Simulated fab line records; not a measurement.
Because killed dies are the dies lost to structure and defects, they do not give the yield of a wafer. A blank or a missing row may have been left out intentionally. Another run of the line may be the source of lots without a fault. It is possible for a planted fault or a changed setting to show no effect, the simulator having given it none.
Chamber matching :: flow n5_finfet :: 4 sister chambers for N5_BEOL_M4_ETCH_63 on rie_diel-04
The step etches SiARC in CF4, target depth 15.6 nm, time 26 s. 4 wafers are shown with their chamber, then 7 later ones without.

== EACH WAFER AND ITS CHAMBER ==
wafer: L079.2
chamber: 3
throttle_valve_pct (%): 15.68

wafer: L082.1
chamber: 0
throttle_valve_pct (%): 15.75

wafer: L081.1
chamber: 1
throttle_valve_pct (%): 15.45

wafer: L081.4
chamber: 2
throttle_valve_pct (%): 15.30

== WAFERS WHOSE CHAMBER IS MISSING ==
wafer: L081.5
throttle_valve_pct (%): 15.28

wafer: L084.1
throttle_valve_pct (%): 15.31

wafer: L084.2
throttle_valve_pct (%): 15.45

wafer: L084.5
throttle_valve_pct (%): 15.69

wafer: L094.1
throttle_valve_pct (%): 15.51

wafer: L094.4
throttle_valve_pct (%): 15.38

wafer: L094.5
throttle_valve_pct (%): 15.36

== WHICH CHAMBER EACH WENT THROUGH ==
wafer: L081.5
from the rows above: 2
in truth: 2

wafer: L084.1
from the rows above: 2
in truth: 2

wafer: L084.2
from the rows above: 1
in truth: 1

wafer: L084.5
from the rows above: can't be placed: 3 or 0
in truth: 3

wafer: L094.1
from the rows above: 1
in truth: 1

wafer: L094.4
from the rows above: can't be placed: 1 or 2
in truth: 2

wafer: L094.5
from the rows above: can't be placed: 2 or 1
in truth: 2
Correct placement for 4 of the 7. These rows do not allow placing 3 (true chamber among the candidates in 3). Number placed wrongly: 0.
How it was worked out, from the rows above alone: a wafer's distance from a chamber is the root of the sum, over the readings, of the square of ((its reading less the chamber's mean) divided by the reading's scatter). The wafer belongs to the nearest chamber; if the next one is less than 2 further off, it can't be placed. A chamber's mean is the mean of its shown wafers. The scatter (one wafer shown for each chamber): square how far every hidden wafer sits from the nearest shown wafer, average those squares and take the square root.
